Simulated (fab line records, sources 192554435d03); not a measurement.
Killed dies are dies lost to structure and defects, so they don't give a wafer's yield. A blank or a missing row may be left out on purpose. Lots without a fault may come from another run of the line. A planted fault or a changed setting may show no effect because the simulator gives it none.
Chamber matching | flow n5_finfet | N5_BEOL_M3_PRE_CLEAN_60 on cvd_co-01: 3 sister chambers
The step time 15 s. 14 wafers are shown with their chamber, then 6 later ones without.

WAFERS WITH THEIR CHAMBER
wafer  | chamber | heater_power_w (W)
L962.1 | 0       | 94
L962.2 | 2       | 57
L964.1 | 2       | 56
L964.3 | 1       | 55
L966.1 | 2       | 56
L966.2 | 1       | 55
L966.5 | 2       | 58
L969.3 | 2       | 57
L969.4 | 0       | 94
L977.3 | 2       | 57
L977.4 | 1       | 57
L977.5 | 0       | 93
L978.2 | 1       | 57
L978.5 | 1       | 56

SIGNATURES (means of the wafers above)
reading        | chamber 0 | chamber 1 | chamber 2 | scatter within a chamber
heater_power_w | 93.67     | 56.00     | 56.83     | 0.826
Rule: a wafer's distance from a chamber is the root of the sum, over the readings, of the square of ((its reading less the chamber's mean) divided by the reading's scatter). The wafer belongs to the nearest chamber; if the next one is less than 2 further off, it can't be placed. The scatter: the root of (the sum of the squares of (reading less its chamber's mean) over the shown wafers, divided by (wafers less chambers)).

WAFERS WITHOUT THEIR CHAMBER
wafer  | heater_power_w (W)
L978.6 | 57
L983.4 | 57
L983.6 | 57
L985.1 | 97
L985.3 | 55
L985.4 | 56

WHICH CHAMBER EACH WENT THROUGH
wafer  | from the rows above     | in truth
L978.6 | can't be placed: 2 or 1 | 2
L983.4 | can't be placed: 2 or 1 | 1
L983.6 | can't be placed: 2 or 1 | 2
L985.1 | 0                       | 0
L985.3 | can't be placed: 1 or 2 | 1
L985.4 | can't be placed: 1 or 2 | 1
Placed correctly: 1 of 6. Can't be placed from these rows: 5 (the true chamber is among the candidates in 5). Placed wrongly: 0.
